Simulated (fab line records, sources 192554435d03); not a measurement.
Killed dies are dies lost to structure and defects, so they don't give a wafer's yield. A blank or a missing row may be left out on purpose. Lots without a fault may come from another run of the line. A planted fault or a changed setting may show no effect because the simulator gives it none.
Split-lot experiment | flow n5_finfet | 7 lots, 21 wafers read, on a route of 1938 steps

THE SPLIT
At N5_BEOL_M3_COAT_05 (resist thk 30 nm), the setting spin_rpm was moved away from the recipe's 1500 rpm on 7 of the 21 wafers read, by -6.5% to +7.1%. The other wafers ran this setting at the recipe's value.

FROM THE SPLIT TO THE READING: what the file shows between them, 4 steps
- N5_BEOL_M3_EXPOSE_08: exposes mask M3 (also split here: dose_mj)
- N5_BEOL_M3_PEB_09: peb time 60 s
- N5_BEOL_M3_DEVELOP_10: develop time 30 s
- N5_BEOL_M3_CD_MEAS_11: target cd 17.05 nm

THE READING
CAR-EUV_of_BEOL_M3_COAT_05.thk_nm (the simulator's own value, which no gauge read), in nm, at N5_BEOL_M3_DESCUM_16 (chemistry O2, time 7 s). The file gives no usual value for it. The 14 wafers here that ran the recipe average 26.0 nm, standard deviation 0.076 nm.

wafer  | tool, chamber at the split | spin_rpm as run, rpm | against the recipe | CAR-EUV_of_BEOL_M3_COAT_05.thk_nm, nm | against lot-mates on the recipe
L078.2 | litho_track-03, 0          | 1500                 | recipe             | 26                                    | -
L078.3 | litho_track-03, 0          | 1500                 | recipe             | 26                                    | -
L078.6 | litho_track-03, 0          | 1500                 | recipe             | 26                                    | -
L079.1 | litho_track-01, 0          | 1500                 | recipe             | 26                                    | -
L079.3 | litho_track-01, 0          | 1500                 | recipe             | 26                                    | -
L079.4 | litho_track-01, 0          | 1500                 | recipe             | 25.8                                  | -
L085.3 | litho_track-03, 0          | 1500                 | recipe             | 26                                    | -
L085.4 | litho_track-03, 0          | 1500                 | recipe             | 26                                    | -
L085.5 | litho_track-03, 0          | 1500                 | recipe             | 26                                    | -
L084.3 | litho_track-03, 0          | 1403                 | -6.5%              | 27                                    | +1.0
L084.5 | litho_track-03, 0          | 1403                 | -6.5%              | 27                                    | +1.0
L084.4 | litho_track-03, 0          | 1500                 | recipe             | 26                                    | -
L088.1 | litho_track-03, 0          | 1606                 | +7.1%              | 25                                    | no lot-mate on the recipe
L088.3 | litho_track-03, 0          | 1606                 | +7.1%              | 25                                    | no lot-mate on the recipe
L088.4 | litho_track-03, 0          | 1606                 | +7.1%              | 25                                    | no lot-mate on the recipe
L091.2 | litho_track-01, 0          | 1434                 | -4.4%              | 26.6                                  | +0.6
L091.3 | litho_track-01, 0          | 1434                 | -4.4%              | 26.8                                  | +0.8
L091.6 | litho_track-01, 0          | 1500                 | recipe             | 26                                    | -
L097.2 | litho_track-04, 0          | 1500                 | recipe             | 26                                    | -
L097.3 | litho_track-04, 0          | 1500                 | recipe             | 26                                    | -
L097.5 | litho_track-04, 0          | 1500                 | recipe             | 26.2                                  | -

THE FIT
A straight line over all 21 wafers: CAR-EUV_of_BEOL_M3_COAT_05.thk_nm changes by -0.148 nm for each +1% of spin_rpm; r = -0.99; the points scatter about the line by 0.076 nm.
The same after taking each lot's own level away (the mean of its wafers on the recipe; 18 wafers): -0.156 nm for each +1%; r = -0.98; scatter 0.068 nm.
On that fit, the largest move of spin_rpm shifts the reading by 1.1 nm.
The lots' own levels span 25.93 to 26.07 nm, that is 1.8 times the standard deviation above.
So the lot-to-lot level changes the slope little: the two slopes agree.
Check: with one of the wafers moved furthest among these (-6.5%) left out of the fit, the line predicts +1.01 nm for it against its lot-mates. It came out at +1 nm against them.

OTHER SPLITS ON THESE WAFERS
These wafers also went through other splits before the reading. Each is held against what the fit with the lots' levels taken away leaves over:
other split on the same wafers | wafers away from the commonest value | r with CAR-EUV_of_BEOL_M3_COAT_05.thk_nm (lot level and that fit taken away)
N5_BEOL_M3_EXPOSE_08 dose_mj   | 6                                    | -0.14

THE WHOLE CHAIN: every reading that the file lists as answering this split, in the file's order
step                  | what it does           | reading                                                                            | change (the file's fit)               | r (the file's)
N5_BEOL_M3_COAT_05    | resist thk 30 nm       | CAR-EUV_of_BEOL_M3_COAT_05.thk_nm (the simulator's own value, which no gauge read) | -0.149 nm for each +1% of the setting | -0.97
N5_BEOL_M3_DEVELOP_10 | develop time 30 s      | CAR-EUV_of_BEOL_M3_COAT_05.thk_nm (the simulator's own value, which no gauge read) | -0.174 nm for each +1% of the setting | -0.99
N5_BEOL_M3_DESCUM_16  | chemistry O2, time 7 s | CAR-EUV_of_BEOL_M3_COAT_05.thk_nm (the simulator's own value, which no gauge read) | -0.156 nm for each +1% of the setting | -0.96

THE FILE'S OWN FIT
CAR-EUV_of_BEOL_M3_COAT_05.thk_nm changes by -0.156 nm for each +1% of spin_rpm, r = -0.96.
